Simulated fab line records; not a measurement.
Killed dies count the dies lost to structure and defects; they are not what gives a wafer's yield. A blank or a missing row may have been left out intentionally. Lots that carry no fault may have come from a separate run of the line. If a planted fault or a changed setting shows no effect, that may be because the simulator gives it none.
fab line records ; flow nand-harc ; part 2 of 2: steps 23 to 32 of 32
record: lots: 5; wafers: 15; last-day: 32
route steps=1302 shown A_CHANNEL_HOLE_D1@484 A_CHANNEL_FILL_D1@490 A_DECK1_JOINT@518
lots with no fault: from the same line, run without faults
start-h: hours from the record's first day to the start of the lot's first wafer shown ; wait-h: hours elapsed since this lot's preceding step ; " unchanged from the row above ; L1.1+2: several wafers, shown together as one row ; - no value, or no start was given ; * or withheld: withheld ; < > ~ a bound
route shown NAME@n: NAME is a module with steps in the file, n the number in the route of the first one ; usual: average and standard deviation across the fault-free wafers ; same: alike in all rows ; chamber/n: place in a boat ; sites: readings site by site ; _std_site: their standard deviation ; _edge_site: outer sites' mean less inner sites' ; radius-mm: how far each site lies from the wafer's centre ; mask NAME#n: copy n ; behind: the last tool/chamber to shape the wafer ; hold: cause of the lot's hold/its duration in hours/its outcome ; device: which transistor (n, p or np) failed to switch ; end of line: tests of these same wafers at the route's end ; a step given without rows: its recipe and nothing more ; killed: the dies lost at the first sort to structure and to defects; this is not the yield of the wafer ; map: a wafer's dies, x killed, . not, _ none there
set.NAME: the setting as run; set.NAME@STEP: as run at that earlier step ; model.NAME: the simulator's own value behind a step, which no gauge read
lots at selected steps of the route; one table per step, one row per wafer
services: from which hour (start-h, from the record's first day; less than 0 if before it) a tool's chamber was out of use, for how many hours, and why
== steps ==
step: NHARC_A_CHANNEL_FILL_D1_ALD_25
recipe: target-thk-a: 600; pulse-time-s: 10; ald-cycles: 600; temp-c: 300; material: SiOx
usual: heater-power-w: 478/36; precursor-pulse-height-rel: 1.001/0.02
same: ald-cycles: 600
lot.wafer;tool;chamber;start-h;wait-h;heater-power-w;precursor-pulse-height-rel
L079.2;ald-hk-04;2;284.51;1.9;472;1.024
L079.6;ald-hk-04;3;284.51;1.9;511;0.991
L079.5;ald-hk-04;0;284.51;1.9;503;1.032
L081.4;ald-hk-03;0;298.37;1.3;456;1.025
L081.1;ald-hk-03;1;298.37;1.3;480;0.998
L081.5;ald-hk-03;3;300.21;3.1;557;1.021
L082.4;ald-hk-04;0;313.39;0.1;489;1.025
L082.1;ald-hk-04;1;313.39;0.1;440;1.027
L082.6;ald-hk-04;0;315.88;2.5;495;0.987
L088.1;ald-hk-03;0;369.00;0.1;486;1.003
L088.4;ald-hk-03;1;369.00;0.1;473;0.990
L088.5;ald-hk-03;1;372.05;3.1;468;0.994
L095.3;ald-hk-03;3;440.40;1.9;509;1.029
L095.5;ald-hk-03;0;440.40;1.9;457;1.022
L095.6;ald-hk-03;1;440.40;1.9;473;1.033
step: NHARC_A_CHANNEL_FILL_D1_ETCHBACK_08
recipe: target-depth-a: 2200; time-s: 110; c4f8-flow-sccm: 20; ar-flow-sccm: withheld; rf-w: 600; bias-w: 300; chemistry: C4F8
usual: oes-product-au: 0.95/0.036; rf-vpp-V: 440.0/2.3
lot.wafer;tool;chamber;start-h;wait-h;oes-product-au;rf-hours-counter-h;rf-vpp-V
L079.2;rie-diel-12;0;-;-;0.98;0.2;438.4
L079.6;rie-diel-12;2;-;-;1.02;-;440.6
L079.5;rie-diel-12;3;-;-;0.99;-;441.3
L081.1;rie-diel-12;0;-;-;0.91;0.9;440.7
L081.5;rie-diel-12;0;-;-;0.91;-;437.7
L081.4;rie-diel-12;1;-;-;0.95;-;443.5
L082.1;rie-diel-04;2;-;-;0.92;5.9;438.4
L082.6;rie-diel-04;0;-;-;0.94;-;440.0
L082.4;rie-diel-04;3;-;-;0.94;-;438.2
L088.4;rie-diel-04;0;-;-;1.02;0.9;439.9
L088.1;rie-diel-04;1;-;-;1.00;0.9;444.7
L088.5;rie-diel-04;0;-;-;1.01;-;438.1
L095.3;rie-diel-12;1;-;-;0.96;8.0;442.1
L095.5;rie-diel-12;1;-;-;0.96;-;441.9
L095.6;rie-diel-12;2;-;-;0.95;-;440.1
step: NHARC_A_CHANNEL_FILL_D1_STRIP_29
recipe: time-s: 20; o2-flow-sccm: 500; ar-flow-sccm: 0; bias-w: 0; chemistry: O2
usual: drypump-motor-current-A: 5.8/0.62; oes-product-au: 1.000/0.017; rf-vpp-V: 57.6/0.89; showerhead-plenum-p-Torr: 3.48/0.12; throttle-valve-pct: 17.036/0.009
lot.wafer;tool;chamber;start-h;wait-h;drypump-motor-current-A;oes-product-au;rf-hours-counter-h;rf-vpp-V;showerhead-plenum-p-Torr;throttle-valve-pct
L079.2;rie-diel-12;2;-;-;4.8;1.005;0.2;58.2;3.50;17.034
L079.6;rie-diel-12;2;-;-;4.9;1.014;-;59.3;3.50;17.027
L079.5;rie-diel-12;3;-;-;6.0;0.988;-;59.3;3.55;17.039
L081.1;rie-diel-12;2;302.87;0.1;4.8;1.020;1.0;57.2;3.50;17.026
L081.4;rie-diel-12;0;302.87;0.1;5.0;0.973;-;58.4;3.44;17.040
L081.5;rie-diel-12;2;302.87;0.1;4.8;1.014;-;56.8;3.50;17.042
L082.1;rie-diel-04;3;319.17;0.1;6.1;1.012;9.0;57.7;3.35;17.048
L082.6;rie-diel-04;2;319.17;0.1;6.0;0.990;-;56.9;3.37;17.031
L082.4;rie-diel-04;3;319.17;0.1;6.1;1.005;-;57.7;3.35;17.051
L088.1;rie-diel-04;2;-;-;6.0;0.999;1.2;57.5;3.37;17.007
L088.4;rie-diel-04;3;-;-;6.1;0.990;1.2;56.9;3.35;17.043
L088.5;rie-diel-04;0;-;-;4.9;1.007;-;57.1;3.43;17.025
L095.3;rie-diel-12;3;-;-;6.0;1.006;8.0;58.6;3.55;17.029
L095.6;rie-diel-12;2;-;-;4.8;1.029;-;56.4;3.50;17.033
L095.5;rie-diel-12;3;-;-;6.0;1.001;-;56.9;3.55;17.035
step: NHARC_A_CHANNEL_FILL_D1_PRECLEAN_30
recipe: time-s: 30; chemistry: dHF
lot.wafer;tool;chamber;start-h;wait-h
L079.6+2+5;wet-bench-06;5,6,7;288.45;-
L081.5+1+4;wet-bench-03;6,7,1;302.98;-
L082.6+1+4;wet-bench-06;5,0,1;319.26;-
L088.4+1+5;wet-bench-03;4,5,6;374.77;-
L095.3+5+6;wet-bench-03;0,1,3;444.33;-
step: NHARC_A_CHANNEL_FILL_D1_SRD_31
lot.wafer;tool;chamber;start-h;wait-h
L079.6+2+5;wet-bench-06;5,6,7;288.47;0.0
L081.5+1+4;wet-bench-03;6,7,1;303.00;0.0
L082.6+1+4;wet-bench-06;5,0,1;319.29;0.0
L088.4+1+5;wet-bench-03;4,5,6;374.78;0.0
L095.3+5+6;wet-bench-03;0,1,3;444.35;0.0
step: NHARC_A_CHANNEL_FILL_D1_CVD_09
recipe: target-thk-a: 1500; temp-c: 620; pressure-mtorr: 200; time-s: 3000; material: poly-Si
usual: pressure-mtorr: 200.0/0.42; zone-power-centre-pct: 9.4/0.62; zone-power-top-pct: 19.2/0.55
lot.wafer;tool;chamber;start-h;wait-h;pressure-mtorr;zone-power-centre-pct;zone-power-top-pct
L079.2;lpcvd-poly-04;0;290.92;2.4;200.5;9.8;18.6
L079.5;lpcvd-poly-04;0;290.92;2.4;199.8;10.0;18.8
L079.6;lpcvd-poly-04;0;290.92;2.4;200.1;9.8;18.3
L081.1;lpcvd-poly-04;0;305.44;2.4;199.7;9.8;19.2
L081.4;lpcvd-poly-04;0;305.44;2.4;200.1;9.6;18.8
L081.5;lpcvd-poly-04;0;305.44;2.4;199.5;9.9;18.6
L082.1;lpcvd-poly-03;0;321.51;2.2;200.8;9.5;19.4
L082.4;lpcvd-poly-03;0;321.51;2.2;200.3;9.6;19.0
L082.6;lpcvd-poly-03;0;321.51;2.2;200.0;9.8;19.0
L088.1;lpcvd-poly-03;0;377.05;2.3;199.8;9.7;19.4
L088.4;lpcvd-poly-03;0;377.05;2.3;199.9;9.7;19.2
L088.5;lpcvd-poly-03;0;377.05;2.3;199.9;9.7;19.3
L095.3;lpcvd-poly-04;0;446.79;2.4;199.9;9.5;18.5
L095.5;lpcvd-poly-04;0;446.79;2.4;200.1;9.8;18.7
L095.6;lpcvd-poly-04;0;446.79;2.4;200.3;9.9;18.7
step: NHARC_A_CHANNEL_FILL_D1_CMP_10
recipe: target-thk-nm: 150
usual: motor-current-A: 12.1/1.1; pad-life-wafers: 195/83; time-to-endpoint-s: 14.8/2.5
lot.wafer;tool;chamber;start-h;wait-h;motor-current-A;pad-life-wafers;time-to-endpoint-s
L079.2;cmp-02;2;294.08;0.4;11.1;192;16.7
L079.6;cmp-02;2;294.08;0.4;11.8;-;13.0
L079.5;cmp-02;3;294.08;0.4;11.0;-;15.5
L081.1;cmp-02;0;308.65;0.4;12.3;253;19.2
L081.4;cmp-02;1;308.65;0.4;13.5;254;14.8
L081.5;cmp-02;3;308.65;0.4;11.5;-;12.2
L082.4;cmp-02;0;324.70;0.4;11.5;301;15.1
L082.1;cmp-02;2;324.70;0.4;11.9;303;13.7
L082.6;cmp-02;3;324.70;0.4;11.7;-;12.9
L088.4;cmp-04;1;380.23;0.4;11.9;246;14.5
L088.1;cmp-04;3;380.23;0.4;12.0;248;19.6
L088.5;cmp-04;2;380.23;0.4;13.1;-;18.9
L095.3;cmp-04;2;450.01;0.4;14.2;121;16.6
L095.6;cmp-04;1;450.01;0.4;11.6;-;13.7
L095.5;cmp-04;2;450.01;0.4;13.9;-;15.6
step: NHARC_A_CHANNEL_FILL_D1_SRD_12
lot.wafer;tool;chamber;start-h;wait-h
L079.6+5+2;wet-bench-06;6,7,0;294.37;0.0
L081.5+4+1;wet-bench-03;5,6,0;308.93;0.0
L082.4+6+1;wet-bench-09;2,3,4;324.98;0.0
L088.4+1+5;wet-bench-09;6,7,3;380.53;0.0
L095.6+3+5;wet-bench-09;3,5,0;450.28;0.0
step: NHARC_A_CHANNEL_FILL_D1_INSPECT_13
usual: raw-defect-count: 293/110
lot.wafer;tool;chamber;start-h;wait-h;raw-defect-count
L079.2;defect-inspect-01;-;294.52;0.0;210
L079.5;defect-inspect-01;-;294.52;0.0;164
L079.6;defect-inspect-01;-;294.52;0.0;179
L081.1;defect-inspect-02;-;309.03;0.0;512
L081.4;defect-inspect-02;-;309.03;0.0;362
L081.5;defect-inspect-02;-;309.03;0.0;440
L082.1;defect-inspect-02;-;325.09;0.0;374
L082.4;defect-inspect-02;-;325.09;0.0;242
L082.6;defect-inspect-02;-;325.09;0.0;339
L088.1;defect-inspect-02;-;380.65;0.0;235
L088.4;defect-inspect-02;-;380.65;0.0;231
L088.5;defect-inspect-02;-;380.65;0.0;256
L095.3;defect-inspect-01;-;450.40;0.0;146
L095.5;defect-inspect-01;-;450.40;0.0;217
L095.6;defect-inspect-01;-;450.40;0.0;141
step: NHARC_A_DECK1_JOINT_ETCHBACK_07
recipe: target-depth-a: 1050; time-s: 26.9; hbr-flow-sccm: 150; rf-w: 350; icp-w: 350; bias-w: 60; chemistry: HBr
usual: drypump-motor-current-A: 5.6/0.33; hbr-flow-sccm: 150.1/0.44; oes-product-au: 1.000/0.014; throttle-valve-pct: 23.265/0.0093
lot.wafer;tool;chamber;start-h;wait-h;drypump-motor-current-A;hbr-flow-sccm;oes-product-au;rf-hours-counter-h;throttle-valve-pct
L079.2;rie-si-02;0;294.61;0.1;5.3;150.7;0.991;0.1;23.257
L079.5;rie-si-02;1;294.61;0.1;6.0;148.9;0.989;-;23.255
L079.6;rie-si-02;2;294.61;0.1;5.9;150.1;1.001;-;23.272
L081.1;rie-si-02;3;309.11;0.1;5.6;150.2;1.014;0.1;23.272
L081.4;rie-si-02;1;309.11;0.1;5.9;149.6;0.973;0.2;23.268
L081.5;rie-si-02;3;309.11;0.1;5.7;150.2;1.012;-;23.272
L082.1;rie-si-02;2;325.15;0.1;5.9;149.8;0.998;0.3;23.262
L082.4;rie-si-02;0;325.15;0.1;5.3;150.4;0.977;0.2;23.258
L082.6;rie-si-02;2;325.15;0.1;5.9;149.6;0.996;-;23.265
L088.4;rie-si-03;2;380.71;0.1;5.6;150.3;1.011;1.0;23.251
L088.1;rie-si-03;3;380.71;0.1;6.3;149.1;0.990;1.0;23.263
L088.5;rie-si-03;3;380.71;0.1;6.2;150.4;0.991;-;23.255
L095.3;rie-si-02;0;450.49;0.1;5.3;149.6;1.006;1.0;23.260
L095.6;rie-si-02;1;450.49;0.1;6.0;150.4;0.976;-;23.263
L095.5;rie-si-02;2;450.49;0.1;5.9;150.7;1.015;-;23.262
== services ==
tool;chamber;start-h;hours;kind
rie-diel-12;1;223.59;8.1;repair
rie-diel-04;2;239.90;5.7;repair
rie-diel-12;3;248.86;5.6;repair
ald-hk-04;-;257.87;10.0;pm
wet-bench-05;-;260.80;8.0;pm
rie-diel-12;-;268.40;9.0;pm
rie-diel-04;-;274.12;0.3;repair
ald-hk-03;-;276.11;3.5;repair
rie-diel-04;2;277.92;17.3;repair
ald-hk-03;-;288.64;1.4;repair
wet-bench-09;-;293.54;1.1;repair
rie-diel-12;3;295.81;9.3;repair
rie-diel-04;1;312.79;13.2;repair
rie-diel-04;0;323.35;6.4;repair
wet-bench-03;-;331.99;7.8;repair
rie-diel-12;0;341.12;5.4;repair
wet-bench-09;-;352.80;8.0;pm
rie-diel-04;-;354.95;9.0;pm
rie-diel-12;2;366.27;14.8;repair
wet-bench-06;-;369.60;8.0;pm
wet-bench-03;-;386.43;8.0;pm
rie-diel-12;0;413.06;14.9;repair
ald-hk-03;-;431.21;0.5;repair
rie-diel-12;-;445.40;9.0;pm
